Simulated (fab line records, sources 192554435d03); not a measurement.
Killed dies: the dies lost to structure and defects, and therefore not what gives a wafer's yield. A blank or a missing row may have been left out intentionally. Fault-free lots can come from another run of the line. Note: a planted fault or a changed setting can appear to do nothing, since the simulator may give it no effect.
fab line records | flow n5Finfet
record: lots: 24 wafers: 72 lastDay: 18
route steps=1938 shown BEOL_M11@1577 BEOL_M12@1602
lots with no fault: from the same line, run without faults
startH: hours from the record's opening day to when the first of the lot's shown wafers began | waitH: hours from the lot's prior step to this one | " identical to the entry in the row above | L1.1+2: one row covering several wafers at once | - no value present, or no start provided | * or withheld: withheld | < > ~ a bound
route shown NAME@n: NAME is a module with steps in the file, n the number in the route of the first one | usual: mean/standard deviation taken from wafers without a fault | same: alike in all rows | chamber/n: place in a boat | sites: per-site readings | _std_site: the standard deviation of these | _edge_site: mean of outer sites minus mean of inner sites | radiusMm: how far each site lies from the wafer's centre | mask NAME#n: copy n | behind: the tool/chamber that last shaped the wafer | hold: why the lot went on hold/how many hours it stayed there/how the hold came to an end | device: whichever transistor did not switch (one of n, p or np) | end of line: the same wafers' tests at the end of the route | a step without rows: its recipe alone | killed: at the first sort, the dies lost to defects and structure; wafer yield is something else | map: the dies of a wafer, with x for killed, . for not killed, _ for no die there
set.NAME: the setting that was run; set.NAME@STEP: the one run at that earlier step | model.NAME: the simulator's own value behind a step, which no gauge read
route steps across a sampled set of lots; one table per step, one row per wafer
services: the hour from which a tool's chamber was out of use, counted from the record's first day as startH (under 0 if before that day), plus the number of hours and why
== steps ==
step: N5_BEOL_M11_STRIP_36
recipe: chemistry: N2/H2 powerW: 450 tempC: 40 pressureMtorr: 20 rfFrequencyHz: 6e+07 overashFraction: 0.3 biasPowerW: 7 h2Frac: 0.5 n2FlowSccm: 200 h2FlowSccm: 200
usual: drypumpMotorCurrentA: 5.9/0.39 oesProductAu: 0.79/0.092 powerW: 450.0/1.2 rfVppV: 59.3/1.9 showerheadPlenumPTorr: 2.56/0.069 throttleValvePct: 23.58/0.29
columns lot.wafer tool chamber startH waitH drypumpMotorCurrentA oesProductAu powerW rfHoursCounterH rfVppV showerheadPlenumPTorr throttleValvePct
L074.2 rieDiel-06 3 249.49 0.0 6.0 0.70 447.8 219 58.2 2.41 23.90
L074.5 " 3 " " 6.0 0.69 449.9 - 56.2 2.41 23.94
L074.6 " 2 " " 5.5 0.78 448.4 - 55.9 2.46 23.50
L075.2 rieDiel-04 3 249.92 0.0 5.3 0.73 450.8 208 58.7 2.63 23.96
L075.3 " 0 " " 6.1 0.83 450.2 87 59.7 2.58 23.37
L075.5 " 0 " " 6.1 0.83 450.5 - 60.2 2.58 23.37
L076.1 rieDiel-03 3 266.43 0.0 6.3 0.90 451.0 24 56.5 2.59 23.14
L076.2 " 0 " " 6.2 0.99 449.3 5 61.9 2.61 23.74
L076.5 " 2 " " 5.7 0.79 449.2 - 59.2 2.45 23.36
L077.1 rieDiel-04 1 267.01 0.0 6.3 0.71 450.5 170 58.8 2.63 23.30
L077.2 " 3 " " 5.4 0.71 449.7 213 57.3 2.62 23.94
L077.5 " 1 " " 6.3 0.71 448.7 - 60.6 2.63 23.34
L078.1 rieDiel-06 2 267.11 0.0 5.5 0.76 450.7 106 60.5 2.45 23.52
L078.4 " 1 " " 5.3 0.73 450.0 167 56.2 2.53 24.01
L078.6 " 2 " " 5.5 0.77 451.4 - 58.6 2.45 23.48
L081.2 rieDiel-04 3 277.30 0.0 5.3 0.73 449.2 216 57.4 2.62 23.93
L081.5 " 3 " " 5.3 0.73 449.5 - 60.9 2.62 23.95
L081.6 " 0 " " 6.1 0.82 451.9 - 57.9 2.58 23.38
L082.1 rieDiel-04 2 287.22 0.0 6.4 0.95 450.1 10 61.6 2.61 23.64
L082.5 " 0 " " 6.1 0.83 448.7 - 61.8 2.57 23.39
L082.6 " 3 " " 5.4 0.71 450.9 - 58.3 2.62 23.93
L080.1 rieDiel-03 1 289.74 0.0 5.7 0.68 449.7 232 61.9 2.62 23.83
L080.3 " 3 " " 6.3 0.88 447.1 31 60.6 2.59 23.11
L080.4 " 2 " " 5.7 0.79 452.1 104 59.4 2.45 23.36
L079.2 rieDiel-06 3 289.88 0.0 6.0 0.69 448.1 233 55.8 2.41 23.93
L079.3 " 2 " " 5.5 0.77 451.4 113 60.4 2.45 23.53
L079.4 " 1 " " 5.3 0.72 452.3 173 58.1 2.53 24.02
L084.1 rieDiel-03 3 295.22 0.0 6.4 0.87 451.5 33 59.9 2.59 23.10
L084.3 " 0 " " 6.2 0.93 449.3 13 58.7 2.60 23.72
L084.6 " 3 " " 6.4 0.87 450.8 - 57.3 2.58 23.11
L083.1 rieDiel-04 3 303.17 0.0 5.4 0.72 451.1 223 60.2 2.62 23.98
L083.3 " 1 " " 6.3 0.71 450.4 180 61.0 2.62 23.33
L083.4 " 2 " " 6.4 0.93 449.8 15 58.2 2.61 23.69
L086.3 rieDiel-03 3 306.26 0.0 6.4 0.87 450.7 37 58.6 2.58 23.12
L086.4 " 1 " " 5.7 0.68 450.1 237 61.2 2.62 23.87
L086.5 " 1 " " 5.7 0.68 449.5 - 58.7 2.62 23.90
L085.1 rieDiel-03 0 311.31 0.0 6.2 0.93 449.8 19 61.5 2.60 23.73
L085.3 " 3 " " 6.3 0.89 451.1 38 59.1 2.58 23.12
L085.6 " 2 " " 5.7 0.77 453.3 - 57.1 2.45 23.41
L090.2 rieDiel-04 3 319.60 0.0 5.3 0.71 451.2 230 57.5 2.62 24.01
L090.4 " 2 " " 6.4 0.93 450.3 18 59.6 2.60 23.65
L090.6 " 2 " " 6.4 0.91 448.5 - 59.7 2.61 23.68
L087.1 rieDiel-04 1 330.92 0.0 6.4 0.70 451.0 190 60.2 2.62 23.32
L087.4 " 0 " " 6.1 0.82 451.4 113 56.1 2.57 23.38
L087.5 " 0 " " 6.1 0.81 448.4 - 59.4 2.57 23.42
L088.1 rieDiel-03 3 334.01 0.0 6.3 0.87 450.5 43 62.3 2.58 23.11
L088.3 " 2 " " 5.7 0.77 450.1 120 57.6 2.44 23.39
L088.6 " 2 " " 5.7 0.78 450.1 - 58.5 2.44 23.38
L089.1 rieDiel-04 0 337.45 0.0 6.1 0.79 448.3 115 60.8 2.57 23.40
L089.3 " 1 " " 6.3 0.71 448.8 193 60.5 2.62 23.37
L089.5 " 0 " " 6.1 0.80 448.7 - 60.4 2.57 23.41
L092.4 rieDiel-04 1 349.05 0.0 6.4 0.70 449.7 197 58.2 2.62 23.34
L092.5 " 3 " " 5.3 0.69 452.1 - 64.3 2.61 24.00
L092.6 " 0 " " 6.1 0.80 450.0 - 59.2 2.57 23.42
L091.1 rieDiel-03 1 352.75 0.0 5.7 0.68 449.7 250 59.9 2.61 23.87
L091.5 " 3 " " 6.3 0.86 450.4 - 61.1 2.58 23.13
L091.6 " 0 " " 6.2 0.90 449.4 - 57.3 2.59 23.75
L093.2 rieDiel-03 0 353.22 0.0 6.2 0.89 449.7 34 60.8 2.59 23.77
L093.4 " 2 " " 5.7 0.75 448.4 126 61.1 2.44 23.36
L093.5 " 2 " " 5.7 0.76 451.2 - 56.4 2.44 23.40
L094.2 rieDiel-04 1 365.13 0.0 6.3 0.71 449.2 201 61.6 2.61 23.35
L094.4 " 3 " " 5.3 0.71 450.5 242 62.2 2.61 23.98
L094.6 " 1 " " 6.3 0.70 450.6 - 57.9 2.61 23.37
L095.1 rieDiel-06 0 377.44 0.0 5.4 0.66 451.3 251 54.7 2.48 24.01
L095.4 " 1 " " 5.3 0.71 449.5 - 56.4 2.52 24.03
L095.5 " 0 " " 5.4 0.67 450.7 - 62.4 2.48 24.00
L097.4 rieDiel-03 2 380.22 0.0 5.7 0.78 451.7 134 56.6 2.44 23.34
L097.5 " 3 " " 6.3 0.86 451.1 - 59.5 2.57 23.15
L097.6 " 2 " " 5.7 0.77 449.8 - 59.4 2.44 23.40
L096.2 rieDiel-06 1 380.43 0.0 5.3 0.71 449.0 203 62.9 2.52 24.05
L096.4 " 1 " " 5.3 0.71 449.8 - 62.3 2.52 24.07
L096.6 " 3 " " 6.0 0.99 452.7 - 59.2 2.72 23.47
step: N5_BEOL_M11_DEGAS_44
recipe: ambient: vacuum tempC: 250 timeS: 60
usual: heaterPowerW: 333/37
columns lot.wafer tool chamber startH waitH heaterPowerW
L074.2 pvdSputter-03 - 250.41 0.3 311
L074.5 " - " " 354
L074.6 " - " " 317
L075.2 pvdSputter-03 - 250.81 0.4 297
L075.3 " - " " 352
L075.5 " - " " 302
L076.1 pvdSputter-03 - 268.21 1.2 314
L076.2 " - " " 301
L076.5 " - " " 298
L077.1 pvdSputter-03 - 268.29 0.7 312
L077.2 " - " " 292
L077.5 " - " " 305
L078.1 pvdSputter-03 - 268.37 0.6 352
L078.4 " - " " 293
L078.6 " - " " 318
L081.2 pvdSputter-03 - 280.05 2.2 294
L081.5 " - " " 346
L081.6 " - " " 294
L082.1 pvdSputter-01 - 287.99 0.3 402
L082.5 " - " " 413
L082.6 " - " " 337
L080.1 pvdSputter-01 - 292.89 2.5 349
L080.3 " - " " 328
L080.4 " - " " 422
L079.2 pvdSputter-01 - 292.97 2.5 332
L079.3 " - " " 352
L079.4 " - " " 416
L084.1 pvdSputter-03 - 296.40 0.7 293
L084.3 " - " " 346
L084.6 " - " " 302
L083.1 pvdSputter-03 - 304.72 0.5 309
L083.3 " - " " 352
L083.4 " - " " 295
L086.3 pvdSputter-01 - 307.30 0.3 342
L086.4 " - " " 426
L086.5 " - " " 412
L085.1 pvdSputter-02 - 312.39 0.6 343
L085.3 " - " " 306
L085.6 " - " " 334
L090.2 pvdSputter-01 - 320.57 0.4 427
L090.4 " - " " 339
L090.6 " - " " 348
L087.1 pvdSputter-02 - 331.78 0.4 346
L087.4 " - " " 302
L087.5 " - " " 291
L088.1 pvdSputter-02 - 337.04 1.7 309
L088.3 " - " " 292
L088.6 " - " " 336
L089.1 pvdSputter-01 - 339.76 1.8 416
L089.3 " - " " 332
L089.5 " - " " 332
L092.4 pvdSputter-01 - 349.95 0.3 348
L092.5 " - " " 335
L092.6 " - " " 416
L091.1 pvdSputter-01 - 353.75 0.5 420
L091.5 " - " " 340
L091.6 " - " " 418
L093.2 pvdSputter-01 - 354.55 0.8 319
L093.4 " - " " 416
L093.5 " - " " 356
L094.2 pvdSputter-03 - 366.10 0.2 320
L094.4 " - " " 294
L094.6 " - " " 317
L095.1 pvdSputter-03 - 378.22 0.3 291
L095.4 " - " " 302
L095.5 " - " " 295
L097.4 pvdSputter-01 - 381.33 0.5 354
L097.5 " - " " 348
L097.6 " - " " 420
L096.2 pvdSputter-03 - 381.37 0.3 291
L096.4 " - " " 352
L096.6 " - " " 298
step: N5_BEOL_M11_SURFACE_TREAT_76
recipe: gas: Ar timeS: * ionEnergyEv: * ionCurrentMaCm2: 0.5 pressureMtorr: * arFlowSccm: 30
usual: arFlowSccm: 30.00/0.099 throttleValvePct: *
columns lot.wafer tool chamber startH waitH arFlowSccm throttleValvePct
L074.2 pvdSputter-03 - 250.89 0.2 29.82 *
L074.5 " - " " 29.80 *
L074.6 " - " " 30.16 *
L075.2 pvdSputter-01 - 251.34 0.3 30.02 *
L075.3 " - " " 29.97 *
L075.5 " - " " 30.22 *
L076.1 pvdSputter-01 - 268.66 0.2 30.11 *
L076.2 " - " " 29.95 *
L076.5 " - " " 29.96 *
L077.1 pvdSputter-01 - 268.70 0.2 30.03 *
L077.2 " - " " 30.08 *
L077.5 " - " " 30.05 *
L078.1 pvdSputter-03 - 268.79 0.2 30.02 *
L078.4 " - " " 29.92 *
L078.6 " - " " 29.89 *
L081.2 pvdSputter-01 - 280.45 0.2 29.90 *
L081.5 " - " " 29.87 *
L081.6 " - " " 30.04 *
L082.1 pvdSputter-03 - 288.67 0.3 29.97 *
L082.5 " - " " 30.11 *
L082.6 " - " " 29.97 *
L080.1 pvdSputter-03 - 293.34 0.2 30.01 *
L080.3 " - " " 30.18 *
L080.4 " - " " 30.03 *
L079.2 pvdSputter-03 - 293.64 0.4 29.95 *
L079.3 " - " " 29.93 *
L079.4 " - " " 29.98 *
L084.1 pvdSputter-03 - 296.84 0.2 30.03 *
L084.3 " - " " 29.97 *
L084.6 " - " " 30.01 *
L083.1 pvdSputter-03 - 305.44 0.4 30.12 *
L083.3 " - " " 29.71 *
L083.4 " - " " 30.10 *
L086.3 pvdSputter-01 - 307.98 0.2 29.96 *
L086.4 " - " " 30.09 *
L086.5 " - " " 30.13 *
L085.1 pvdSputter-01 - 312.91 0.3 30.03 *
L085.3 " - " " 30.05 *
L085.6 " - " " 30.23 *
L090.2 pvdSputter-01 - 321.29 0.3 29.95 *
L090.4 " - " " 29.99 *
L090.6 " - " " 30.05 *
L087.1 pvdSputter-02 - 332.22 0.2 30.18 *
L087.4 " - " " 29.89 *
L087.5 " - " " 30.05 *
L088.1 pvdSputter-02 - 337.44 0.2 30.00 *
L088.3 " - " " 30.05 *
L088.6 " - " " 29.79 *
L089.1 pvdSputter-01 - 340.22 0.2 30.05 *
L089.3 " - " " 29.96 *
L089.5 " - " " 29.90 *
L092.4 pvdSputter-01 - 350.43 0.2 29.96 *
L092.5 " - " " 29.89 *
L092.6 " - " " 30.09 *
L091.1 pvdSputter-01 - 354.27 0.2 30.08 *
L091.5 " - " " 30.01 *
L091.6 " - " " 29.96 *
L093.2 pvdSputter-02 - 355.01 0.2 29.74 *
L093.4 " - " " 29.99 *
L093.5 " - " " 30.02 *
L094.2 pvdSputter-01 - 366.60 0.3 29.93 *
L094.4 " - " " 29.96 *
L094.6 " - " " 30.08 *
L095.1 pvdSputter-02 - 378.70 0.2 29.93 *
L095.4 " - " " 30.14 *
L095.5 " - " " 30.09 *
L096.2 pvdSputter-02 - 383.08 1.5 30.12 *
L096.4 " - " " 29.91 *
L096.6 " - " " 30.03 *
L097.4 pvdSputter-02 - 383.16 1.5 30.02 *
L097.5 " - " " 29.96 *
L097.6 " - " " 29.95 *
step: N5_BEOL_M11_RS_MEAS_57
recipe: thkMeasGauge: four-point-probe reads: Cu_of_BEOL_M11_ECD_50+Co_of_BEOL_M11_CVD_75+TaN_of_BEOL_M11_ALD_74
usual: M11_RS: 0.153/0.0048
columns lot.wafer tool chamber startH waitH M11_RS[ohm/sq]
L074.2 filmMetro-01 - 252.21 0.0 0.155
L074.5 " - " " 0.156
L074.6 " - " " 0.145
L075.2 filmMetro-01 - 253.22 0.1 0.155
L075.3 " - " " 0.154
L075.5 " - " " 0.155
L076.1 filmMetro-02 - 269.96 0.0 0.159
L076.2 " - " " 0.146
L076.5 " - " " 0.149
L077.1 filmMetro-01 - 270.24 0.0 0.158
L077.2 " - " " 0.152
L077.5 " - " " 0.158
L078.1 filmMetro-01 - 270.42 0.0 0.148
L078.4 " - " " 0.159
L078.6 " - " " 0.151
L081.2 filmMetro-01 - 281.63 0.0 0.151
L081.5 " - " " 0.151
L081.6 " - " " 0.153
L082.1 filmMetro-02 - 290.47 0.0 0.144
L082.5 " - " " 0.153
L082.6 " - " " 0.155
L080.1 filmMetro-01 - 294.50 0.0 0.159
L080.3 " - " " 0.155
L080.4 " - " " 0.144
L079.2 filmMetro-02 - 294.86 0.0 0.154
L079.3 " - " " 0.150
L079.4 " - " " 0.159
L084.1 filmMetro-02 - 298.60 0.0 0.151
L084.3 " - " " 0.144
L084.6 " - " " 0.155
L083.1 filmMetro-01 - 306.90 0.0 0.152
L083.3 " - " " 0.158
L083.4 " - " " 0.143
L086.3 filmMetro-02 - 309.13 0.0 0.158
L086.4 " - " " 0.156
L086.5 " - " " 0.161
L085.1 filmMetro-01 - 315.14 0.0 0.149
L085.3 " - " " 0.155
L085.6 " - " " 0.148
L090.2 filmMetro-01 - 323.45 0.0 0.153
L090.4 " - " " 0.145
L090.6 " - " " 0.147
L087.1 filmMetro-01 - 333.96 0.0 0.156
L087.4 " - " " 0.154
L087.5 " - " " 0.154
L088.1 filmMetro-02 - 338.61 0.0 0.158
L088.3 " - " " 0.149
L088.6 " - " " 0.147
L089.1 filmMetro-01 - 341.63 0.0 0.157
L089.3 " - " " 0.156
L089.5 " - " " 0.156
L092.4 filmMetro-01 - 352.11 0.0 0.157
L092.5 " - " " 0.155
L092.6 " - " " 0.152
L091.1 filmMetro-01 - 355.43 0.0 0.160
L091.5 " - " " 0.157
L091.6 " - " " 0.148
L093.2 filmMetro-01 - 356.52 0.0 0.147
L093.4 " - " " 0.144
L093.5 " - " " 0.147
L094.2 filmMetro-01 - 367.81 0.0 0.156
L094.4 " - " " 0.156
L094.6 " - " " 0.156
L095.1 filmMetro-02 - 381.41 0.0 0.151
L095.4 " - " " 0.160
L095.5 " - " " 0.154
L096.2 filmMetro-02 - 384.25 0.1 0.161
L096.4 " - " " 0.162
L096.6 " - " " 0.151
L097.4 filmMetro-02 - 384.50 0.0 0.146
L097.5 " - " " 0.154
L097.6 " - " " 0.148
step: N5_BEOL_M12_ILD_DEP_00
recipe: material: SiOC targetThkA: 6589.2 tempC: 350 precursor: DEMS/O2 pressureTorr: 5 rfW: 500 timeS: 130.7
usual: heaterPowerW: 497/62 showerheadPlenumPTorr: 5.698/0.016 throttleValvePct: 11.9/0.88
columns lot.wafer tool chamber startH waitH heaterPowerW showerheadPlenumPTorr sinceWetCleanH throttleValvePct
L074.2 pecvd-02 0 252.27 0.0 578 5.684 1137 11.6
L074.5 " 2 " " 528 5.700 - 11.7
L074.6 " 1 " " 565 5.664 - 11.5
L075.2 pecvd-03 0 253.28 0.0 524 5.685 776 11.6
L075.3 " 0 " " 541 5.685 - 11.7
L075.5 " 2 " " 459 5.681 - 11.3
L076.1 pecvd-01 1 270.02 0.0 420 5.701 1699 13.2
L076.2 " 0 " " 527 5.710 974 13.0
L076.5 " 2 " " 449 5.685 - 10.9
L077.1 pecvd-03 2 270.30 0.0 475 5.684 39 11.2
L077.2 " 0 " " 488 5.696 793 11.8
L077.5 " 2 " " 367 5.677 - 11.3
L078.1 pecvd-01 0 270.48 0.0 501 5.705 974 13.2
L078.4 " 1 " " 417 5.712 - 13.1
L078.6 " 0 " " 515 5.712 - 13.3
L081.2 pecvd-03 1 281.69 0.0 476 5.731 329 12.1
L081.5 " 0 " " 590 5.694 - 11.4
L081.6 " 2 " " 372 5.674 - 11.0
L082.1 pecvd-01 2 290.53 0.0 514 5.686 216 10.7
L082.5 " 2 " " 481 5.701 - 10.9
L082.6 " 2 " " 521 5.705 - 10.6
L080.1 pecvd-01 2 294.56 0.0 473 5.712 220 10.9
L080.3 " 2 " " 508 5.707 - 10.5
L080.4 " 1 " " 424 5.709 - 13.1
L079.2 pecvd-03 2 294.92 0.0 434 5.683 64 11.1
L079.3 " 0 " " 601 5.697 818 11.5
L079.4 " 0 " " 605 5.702 - 11.5
L084.1 pecvd-02 0 298.67 0.0 553 5.682 1184 11.6
L084.3 " 2 " " 517 5.694 406 11.9
L084.6 " 1 " " 458 5.676 - 11.4
L083.1 pecvd-02 2 306.97 0.0 513 5.714 414 11.8
L083.3 " 1 " " 542 5.658 1917 11.3
L083.4 " 0 " " 569 5.706 - 11.3
L086.3 pecvd-01 2 309.19 0.0 533 5.699 235 10.9
L086.4 " 0 " " 415 5.722 - 13.2
L086.5 " 1 " " 409 5.716 - 13.0
L085.1 pecvd-03 1 315.20 0.0 473 5.722 362 12.2
L085.3 " 0 " " 579 5.685 838 11.8
L085.6 " 1 " " 514 5.729 - 12.4
L090.2 pecvd-01 2 323.51 0.0 559 5.698 249 10.7
L090.4 " 1 " " 405 5.687 - 13.1
L090.6 " 0 " " 517 5.717 - 13.4
L087.1 pecvd-01 2 334.02 0.0 514 5.703 260 10.8
L087.4 " 2 " " 521 5.706 - 10.7
L087.5 " 1 " " 417 5.728 - 13.1
L088.1 pecvd-01 1 338.68 0.0 384 5.692 1768 12.9
L088.3 " 0 " " 408 5.701 1043 13.4
L088.6 " 0 " " 452 5.702 - 13.2
L089.1 pecvd-02 2 341.69 0.0 551 5.686 449 11.7
L089.3 " 1 " " 527 5.668 1952 11.4
L089.5 " 1 " " 570 5.666 - 11.6
L092.4 pecvd-01 2 352.22 0.1 558 5.694 - 11.3
L092.5 " 1 " " 444 5.697 - 13.1
L092.6 " 0 " " 503 5.711 - 13.5
L091.1 pecvd-02 1 355.49 0.0 567 5.682 1966 11.7
L091.5 " 0 " " 581 5.691 - 11.6
L091.6 " 2 " " 536 5.700 - 11.8
L093.2 pecvd-01 0 356.58 0.0 479 5.706 1060 13.2
L093.4 " 2 " " 499 5.696 - 11.0
L093.5 " 1 " " 343 5.705 - 12.8
L094.2 pecvd-02 1 367.87 0.0 531 5.679 1978 11.5
L094.4 " 1 " " 553 5.663 - 11.6
L094.6 " 1 " " 565 5.672 - 11.4
L095.1 pecvd-01 2 381.47 0.0 543 5.711 307 11.0
L095.4 " 1 " " 417 5.714 - 13.0
L095.5 " 0 " " 458 5.708 - 13.4
L096.2 pecvd-02 0 384.31 0.0 581 5.687 1269 11.8
L096.4 " 0 " " 594 5.680 - 11.4
L096.6 " 2 " " 534 5.710 - 11.8
L097.4 pecvd-02 1 384.61 0.1 537 5.679 - 11.2
L097.5 " 0 " " 474 5.691 - 11.3
L097.6 " 2 " " 555 5.683 - 11.7
step: N5_BEOL_M12_CD_MEAS_10
recipe: targetCdNm: 140 landingEnergyEv: 500 detector: seInlens polarity: opening
usual: cdNm: 140.5/1.8
columns lot.wafer tool chamber startH waitH cdNm
L074.2 cdSem-01 0 252.71 - 142.0
L074.5 " 0 " " 141.0
L074.6 " 0 " " 140.2
L075.2 cdSem-03 0 253.89 - 141.7
L075.3 " 0 " " 141.5
L075.5 " 0 " " 139.6
L076.1 cdSem-01 0 270.58 - 141.8
L076.2 " 0 " " 142.7
L076.5 " 0 " " 141.1
L077.1 cdSem-01 0 270.74 - 140.5
L077.2 " 0 " " 142.0
L077.5 " 0 " " 139.8
L078.1 cdSem-03 0 270.92 - 143.3
L078.4 " 0 " " 140.4
L078.6 " 0 " " 141.3
L081.2 cdSem-02 0 282.26 - 140.0
L081.5 " 0 " " 143.5
L081.6 " 0 " " 141.1
L082.1 cdSem-01 0 291.29 - 139.3
L082.5 " 0 " " 140.1
L082.6 " 0 " " 140.9
L080.1 cdSem-02 0 295.18 - 136.6
L080.3 " 0 " " 140.7
L080.4 " 0 " " 141.5
L079.2 cdSem-01 0 295.48 - 138.3
L079.3 " 0 " " 140.3
L079.4 " 0 " " 141.0
L084.1 cdSem-01 0 299.10 - 139.5
L084.3 " 0 " " 140.4
L084.6 " 0 " " 139.2
L083.1 cdSem-03 0 307.41 - 135.4
L083.3 " 0 " " 141.2
L083.4 " 0 " " 142.9
L086.3 cdSem-02 0 309.75 - 140.3
L086.4 " 0 " " 137.1
L086.5 " 0 " " 138.2
L085.1 cdSem-03 0 315.76 - 141.6
L085.3 " 0 " " 140.4
L085.6 " 0 " " 138.1
L090.2 cdSem-02 0 323.95 - 140.6
L090.4 " 0 " " 140.8
L090.6 " 0 " " 138.5
L087.1 cdSem-01 0 334.58 - 139.3
L087.4 " 0 " " 140.7
L087.5 " 0 " " 140.4
L088.1 cdSem-03 0 339.24 - 142.4
L088.3 " 0 " " 141.8
L088.6 " 0 " " 136.6
L089.1 cdSem-02 0 342.12 - 142.6
L089.3 " 0 " " 144.0
L089.5 " 0 " " 143.0
L092.4 cdSem-02 0 352.73 - 142.9
L092.5 " 0 " " 140.6
L092.6 " 0 " " 141.3
L091.1 cdSem-03 0 356.05 - 139.4
L091.5 " 0 " " 138.8
L091.6 " 0 " " 138.9
L093.2 cdSem-01 0 357.02 - 142.2
L093.4 " 0 " " 140.7
L093.5 " 0 " " 142.2
L094.2 cdSem-03 0 368.36 - 140.5
L094.4 " 0 " " 138.4
L094.6 " 0 " " 141.2
L095.1 cdSem-01 0 382.03 - 144.0
L095.4 " 0 " " 140.5
L095.5 " 0 " " 140.8
L096.2 cdSem-01 0 384.75 - 141.3
L096.4 " 0 " " 140.1
L096.6 " 0 " " 140.1
L097.4 cdSem-03 0 385.00 - 141.9
L097.5 " 0 " " 143.6
L097.6 " 0 " " 139.1
== services ==
columns tool chamber startH hours kind
pecvd-01 2 230.32 2.1 scheduledDown
rieDiel-04 2 234.06 - clean
rieDiel-04 2 234.06 - consumableReplace:focusRing
rieDiel-04 2 234.06 14.5 scheduledDown
rieDiel-04 2 234.06 14.5 ventCycle
pecvd-01 - 243.92 14.6 pm
pecvd-03 1 252.32 5.5 scheduledDown
rieDiel-03 - 272.06 0.8 repair
pecvd-01 1 289.14 3.5 repair
pvdSputter-02 - 305.59 2.2 repair
pecvd-03 0 307.67 5.5 scheduledDown
pecvd-01 - 310.82 0.3 repair
pecvd-02 1 313.98 5.0 scheduledDown
rieDiel-03 3 317.24 8.8 repair
pvdSputter-01 - 326.95 3.2 repair
rieDiel-04 3 334.18 5.4 repair
rieDiel-06 3 342.84 - clean
rieDiel-03 1 354.41 - clean
rieDiel-03 1 354.41 - consumableReplace:focusRing
rieDiel-03 1 354.41 15.8 scheduledDown
rieDiel-03 1 354.41 15.8 ventCycle
pvdSputter-02 - 360.36 9.0 repair
pecvd-02 2 365.17 18.7 repair
pvdSputter-02 - 373.64 2.1 repair
== key ==
fault none
